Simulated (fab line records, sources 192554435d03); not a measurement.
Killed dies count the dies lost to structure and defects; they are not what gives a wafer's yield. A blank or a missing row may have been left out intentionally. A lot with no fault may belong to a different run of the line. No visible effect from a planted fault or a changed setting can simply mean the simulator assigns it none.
The same fault as seen by 2 desks :: flow n5 finfet :: what lay behind the numbers comes last; until then each desk has only its own

THE TOOL OWNER'S DESK: ald hk-01
The tool's own readings at N5_HKMG_FIN_ALD_74 (deposits La2O3, target thk 0.5 nm, pulse time 6 s, co reactant pulse time 1 s): means of the sampled wafers that have a number, for each lot that ran on this tool. A lot is out of limits, marked OUT, if its mean lies more than 4 standard deviations from the usual mean; the brackets give that distance.
Columns: A = heater power outer w at N5_HKMG_FIN_ALD_74, usual 187 W; B = heater power w at N5_HKMG_FIN_ALD_74, usual 353 W; C = precursor pulse height rel at N5_HKMG_FIN_ALD_74, usual 0.999
lot: L264
first seen here: day 7 12:55
A: 200
B: 380
C: 1.015

lot: L267
first seen here: day 8 01:17
A: 188
B: 359
C: 1.005

lot: L273
first seen here: day 9 02:35
A: 182
B: 354
C: 0.999
This desk's verdict: no lot among the 3 shows anything out of limits.

THE METROLOGY DESK
Means of the sampled wafers that have a number, per lot and without regard to the tool the lot ran on: this is what the gauges read. A lot is out of limits, marked OUT, if its mean lies more than 4 standard deviations from the usual mean; the brackets give that distance. It has 15 readings, of which 7 appear: the earliest out of limits, and the ones furthest out on some lot.
Columns: A = IOFF_P_85C at N5_BEOL_M4_RC_MEAS_101, usual 3.6 nA/um; B = IOFF_P_LIN at N5_BEOL_M4_RC_MEAS_101, usual 0.099 nA/um; C = IOFF_P_LONG at N5_BEOL_M4_RC_MEAS_101, usual 0.000106 nA/um; D = ION_P at N5_BEOL_M4_RC_MEAS_101, usual 462 uA/um; E = VT_N_LVT at N5_BEOL_M4_RC_MEAS_101, usual 98 mV; F = VT_P at N5_BEOL_M4_RC_MEAS_101, usual -251 mV; G = VT_P_LONG at N5_BEOL_M4_RC_MEAS_101, usual -275 mV
lot: L260
first seen here: day 9 13:07
A: 3.6
B: 0.099
C: 0.000111
D: 462
E: 98
F: -251
G: -275

lot: L264
first seen here: day 11 09:37
A: 3.7
B: 0.099
C: 0.000098
D: 458
E: 100
F: -251
G: -278

lot: L267
first seen here: day 12 04:19
A: 1.6
B: 0.040 (-4.2) OUT
C: 0.000062 (-4.4) OUT
D: 424 (-4.0) OUT
E: 79 (-4.8) OUT
F: -276 (-7.8) OUT
G: -298 (-7.2) OUT

lot: L273
first seen here: day 12 12:34
A: 1.9
B: 0.045
C: 0.000061 (-4.5) OUT
D: 436
E: 76 (-5.4) OUT
F: -272 (-6.7) OUT
G: -298 (-7.2) OUT
Per this desk, out of limits: L267, L273; the first was L267, day 12 04:19 (IOFF_P_LIN at N5_BEOL_M4_RC_MEAS_101). In limits: L260, L264.

BROUGHT TOGETHER
Metrology desk: alarm possible at day 12 04:19 on L267, L273.
The desk of the tool owner found nothing out of limits.
On record at the tool owner's desk: L267, L273, within its limits.
N5_HKMG_FIN_ALD_74 was run on ald hk-01 by each of the lots named.

WHAT WAS PUT IN BY THE SIMULATOR
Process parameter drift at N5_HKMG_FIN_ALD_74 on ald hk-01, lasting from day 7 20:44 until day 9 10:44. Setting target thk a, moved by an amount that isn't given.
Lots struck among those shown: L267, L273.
Hours from the fault's start to each desk's first reading out of limits: the metrology desk, 104.
